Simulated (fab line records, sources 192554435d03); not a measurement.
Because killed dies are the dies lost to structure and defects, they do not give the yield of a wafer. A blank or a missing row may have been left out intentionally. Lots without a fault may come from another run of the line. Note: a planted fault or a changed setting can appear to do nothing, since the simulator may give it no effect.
8D (eight disciplines) problem report, filled in by code ; flow n5_finfet ; the parts of the form that need people (team, actions taken, sign-off) are left out

## 1. PROBLEM STATEMENT
plate_temp_C at N5_BEOL_M1_COAT_67 reads a mean of 253.80 C on 9 wafers of 3 lots; wafers without a fault read 250.04 C with a standard deviation of 0.17. That is +22 standard deviations from the usual mean.
The step: time 60 s, resist thk 60 nm.
The first sign was on wafer L442.1 at day 9 12:38, on litho_track-04. At this step, 30 wafers from 10 lots have a number in the record. The rule behind "out" and "out of limits": a value lying over 4 standard deviations away from the usual mean. The rest of the wafers with a number are treated as sound.

## 2. WHAT THIS IS AND IS NOT
question;is;is not
which readings at this step;plate_temp_C;-
which lots;L442, L443, L445;L430, L431, L432, L435, L448, L449, L450
which wafers of those lots;all that have a number;-
read on which tools;litho_track-04;litho_track-02, litho_track-05
when;from day 9 12:38;"up to then (12 sound wafers); but 9 sound wafers of L448, L449, L450 came after"

## 3. SUSPECTS, AND WHAT RULES EACH OUT
Counting: a tool at a process step up to the reading stays a suspect if it ran every lot that is out and no sound lot after the first of them.
- litho_track-04 at N5_BEOL_M1_COAT_67 (time 60 s, resist thk 60 nm): kept. It processed each lot that is out, first L442 at day 9 12:38, and no sound lot thereafter; up to then, the last sound lot it processed was L432 at day 6 18:06. Its own readings are out on those wafers: plate_temp_C.
Left after counting: litho_track-04 at N5_BEOL_M1_COAT_67.

## 4. THE CAUSE (what the simulator had put in)
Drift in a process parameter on litho_track-04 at N5_BEOL_M1_COAT_67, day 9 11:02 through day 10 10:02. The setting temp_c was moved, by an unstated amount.
Only this tool survived the counting.

## 5. THE EFFECT CHAIN, in route order
Each row: a reading where the mean over the struck wafers with a number is more than 3 standard deviations away from the usual. Only readings for which the record gives a usual standard deviation are gone through. hours: the time from each lot's start at the first step in this table that gives one to its start at this step, as a median over the lots. sigmas: the change in usual standard deviations.
hours;step;reading;usual;on struck wafers;change;sigmas
0;N5_BEOL_M1_COAT_67;heater_power_total_W;500.5 W;508.5;+8.0;+4.5
0;N5_BEOL_M1_COAT_67;plate_temp_C;250.04 C;253.80;+3.76;+22
The process steps in it:
- N5_BEOL_M1_COAT_67: time 60 s, resist thk 60 nm.
Later measuring or inspecting steps at which every struck wafer that the step has a row for has a number for every such reading, and none has moved that far: N5_BEOL_M4_RC_MEAS_101.

## 6. HOW IT WOULD HAVE BEEN CAUGHT EARLIER
First out-of-limits reading in this record: day 9 12:38, which is 2 hours after fault onset at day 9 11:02.
